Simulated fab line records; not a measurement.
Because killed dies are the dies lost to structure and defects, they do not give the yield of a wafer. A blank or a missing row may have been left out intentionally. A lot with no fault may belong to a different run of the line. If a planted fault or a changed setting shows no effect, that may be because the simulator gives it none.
Comparing a struck lot with a sound one	flow nand_harc	42 out of 1302 route steps
Sound: the wafers L933.1, L933.2, L933.4. Struck: wafer L928.4; the same lot's L928.1 was not struck, so it is left out; see the end for the cause.
Per side, at each step with rows, come the tool, then ch with its chambers, and then its first start. Under that, the readings that differ: sound wafers	struck wafers	difference of the means	sigmas: that difference in standard deviations of wafers without a fault.
alike: words and numbers the same on both sides, and readings whose means are apart by under 2 such deviations; not compared: readings that were withheld, readings missing a value for some wafer, numbers with overlapping values and no deviation given by the record, and bounds like >300 which may hide the same value.
The two part at a step that has a row with sigmas, a row that says differs or no value, or rows on one side only. Numbers that don't overlap but have no deviation are shown without sigmas and don't part them. A reading missing from all wafers of one side parts the sides only when that side holds two or more wafers.

first, 6 steps without rows for these wafers: NHARC_A_BLC_COAT_04 (resist thk 90 nm); NHARC_A_BLC_SOFTBAKE_05 (time 55 s); NHARC_A_BLC_EBR_06; NHARC_A_BLC_EXPOSE_07 (exposes mask A BLC, target cd 100 nm); NHARC_A_BLC_PEB_08 (peb time 65 s); NHARC_A_BLC_DEVELOP_09 (develop time 35 s).
NHARC_A_BLC_CD_MEAS_10: target cd 100 nm.
  sound on cd_sem-02 ch 0, day 28 13:19; struck on cd_sem-02 ch 0, day 27 04:22
  alike: cd_nm
NHARC_A_BLC_OVL_MEAS_11:
  struck on overlay-01, day 27 04:28; sound on overlay-01, day 28 13:25
  alike: overlay_x_nm, overlay_y_nm
NHARC_A_BLC_INSPECT_12:
  struck on defect_inspect-01, day 27 04:30; sound on defect_inspect-02, day 28 13:27
  alike: raw_defect_count
NHARC_A_BLC_DESCUM_15: chemistry O2, time 3 s.
  sound on rie_diel-12 ch 0,1,2, day 28 13:31; struck on rie_diel-13 ch 3, day 27 04:34
reading	sound	struck	difference	sigmas
rf_hours_counter_h (h)	2 2 2	5	+3	
  alike: drypump_motor_current_A, oes_product_au, rf_vpp_V, showerhead_plenum_p_Torr, throttle_valve_pct
then, 2 steps without rows for these wafers: NHARC_A_BLC_ETCH_16 (etches the open film in CF4, target depth 39 nm, time 65 s); NHARC_A_BLC_ETCH_17 (etches the open film in N2/H2, target depth 390 nm, time 609.38 s).
NHARC_A_BLC_ETCH_18: etches the open film in C4F8/O2/Ar, target depth 910 nm.
  sound on rie_diel-12 ch 1,2,3, day 28 14:07; struck on rie_diel-13 ch 0, day 27 05:10
reading	sound	struck	difference	sigmas
oes_product_au (a.u.)	0.930 0.929 0.926	0.879	-0.049	-2
rf_hours_counter_h (h)	2 3 2	6	+4	
  alike: rf_vpp_V
NHARC_A_BLC_CD_MEAS_19:
  struck on cd_sem-02, day 27 05:31; sound on cd_sem-01, day 28 14:28
reading	sound	struck	difference	sigmas
cd_nm (nm)	98.0 96.5 99.1	103.5	+5.6	+4
then, 7 steps without rows for these wafers: NHARC_A_BLC_STRIP_29 (strips in CF4); NHARC_A_BLC_STRIP_21 (strips in O2); NHARC_A_BLC_STRIP_22 (strips in post etch residue remover, time 600 s); NHARC_A_BLC_DEGAS_30 (time 60 s); NHARC_A_BLC_PRE_CLEAN_31 (time 15 s); NHARC_A_BLC_PVD_32 (deposits Ti, target thk 5 nm, time 17.7 s); NHARC_A_BLC_ALD_23 (deposits TiN, target thk 3 nm, pulse time 1 s, ald cycles 150).
NHARC_A_BLC_CVD_24: deposits W, target thk 150 nm, time 434 s.
  sound on cvd_w-02 ch 0,1; struck on cvd_w-02 ch 0
  alike: heater_power_w, throttle_valve_pct
  not compared: since_wet_clean_h
then, 2 steps without rows for these wafers: NHARC_A_BLC_CMP_25 (polishes, t overpolish 30 s, target thk 150 nm); NHARC_A_BLC_SRD_27.
NHARC_A_BLC_INSPECT_28:
  struck on defect_inspect-01, day 27 07:34; sound on defect_inspect-01, day 28 16:28
  alike: raw_defect_count
then, 10 steps without rows for these wafers: NHARC_A_M0_DEP_00 (deposits SiOC, target thk 150 nm); NHARC_A_M0_DEHYDRATE_01 (time 120 s); NHARC_A_M0_HMDS_02 (time 30 s); NHARC_A_M0_COAT_33 (time 65 s); NHARC_A_M0_COAT_03 (resist thk 90 nm); NHARC_A_M0_SOFTBAKE_04 (time 55 s); NHARC_A_M0_EBR_05; NHARC_A_M0_EXPOSE_06 (exposes mask A M0, target cd 80 nm); NHARC_A_M0_PEB_07 (peb time 65 s); NHARC_A_M0_DEVELOP_08 (develop time 35 s).
NHARC_A_M0_CD_MEAS_09: target cd 80 nm.
  sound on cd_sem-03 ch 0, day 28 17:22; struck on cd_sem-02 ch 0, day 27 08:22
  alike: cd_nm
NHARC_A_M0_OVL_MEAS_10: pitch 160 nm.
  struck on overlay-01, day 27 08:27; sound on overlay-02, day 28 17:28
  alike: overlay_x_nm, overlay_y_nm
NHARC_A_M0_INSPECT_11:
  struck on defect_inspect-01, day 27 08:29; sound on defect_inspect-02, day 28 17:29
  alike: raw_defect_count
NHARC_A_M0_DESCUM_14: chemistry O2, time 3 s.
  sound on rie_diel-02 ch 1,2,3, day 28 17:33; struck on rie_diel-09 ch 2, day 27 08:33
reading	sound	struck	difference	sigmas
rf_hours_counter_h (h)	3.7 3.4 3.8	8.2	+4.6	
rf_vpp_V (V)	57.4 57.9 58.3	55.5	-2.4	-3
showerhead_plenum_p_Torr (Torr)	1.91 2.05 1.99	1.79	-0.19	-2
  alike: drypump_motor_current_A, oes_product_au, throttle_valve_pct
NHARC_A_M0_ETCH_34: etches the open film in N2/H2, target depth 40 nm, overetch 12 nm, time 43.94 s.
  sound on rie_diel-02 ch 1,2,3, day 28 17:38; struck on rie_diel-09 ch 1, day 27 08:38
reading	sound	struck	difference	sigmas
rf_hours_counter_h (h)	3.9 3.4 3.7	8.6	+4.9	
  alike: drypump_motor_current_A, oes_product_au, rf_vpp_V, showerhead_plenum_p_Torr, throttle_valve_pct
NHARC_A_M0_ETCH_15: etches the open film in C4F8/Ar, target depth 150 nm, overetch 15 nm, time 82.5 s.
  sound on rie_diel-02 ch 0,1,2; struck on rie_diel-09 ch 2
reading	sound	struck	difference	sigmas
rf_hours_counter_h (h)	3.9 4.1 3.5	8.2	+4.4	
rf_vpp_V (V)	444.2 438.6 445.1	436.5	-6.1	-2
  alike: oes_product_au
-- record jumps: 2 days between struck wafers' starts before vs after; left off in module A_M0, resumes in module END, first step shown is number 1302 of the route --
NHARC_END_SORT_01:
  only the struck wafers appear in the record here, on prober-01 ch 0 at day 29 13:30; the sound ones have no rows

== WHERE THEY PART ==
At NHARC_A_BLC_ETCH_18 first; at NHARC_END_SORT_01 last (within this record only).

WHY: whatever the simulator had introduced
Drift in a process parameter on rie_diel-13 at NHARC_A_BLC_ETCH_18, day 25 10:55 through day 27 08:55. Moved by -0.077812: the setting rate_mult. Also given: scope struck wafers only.
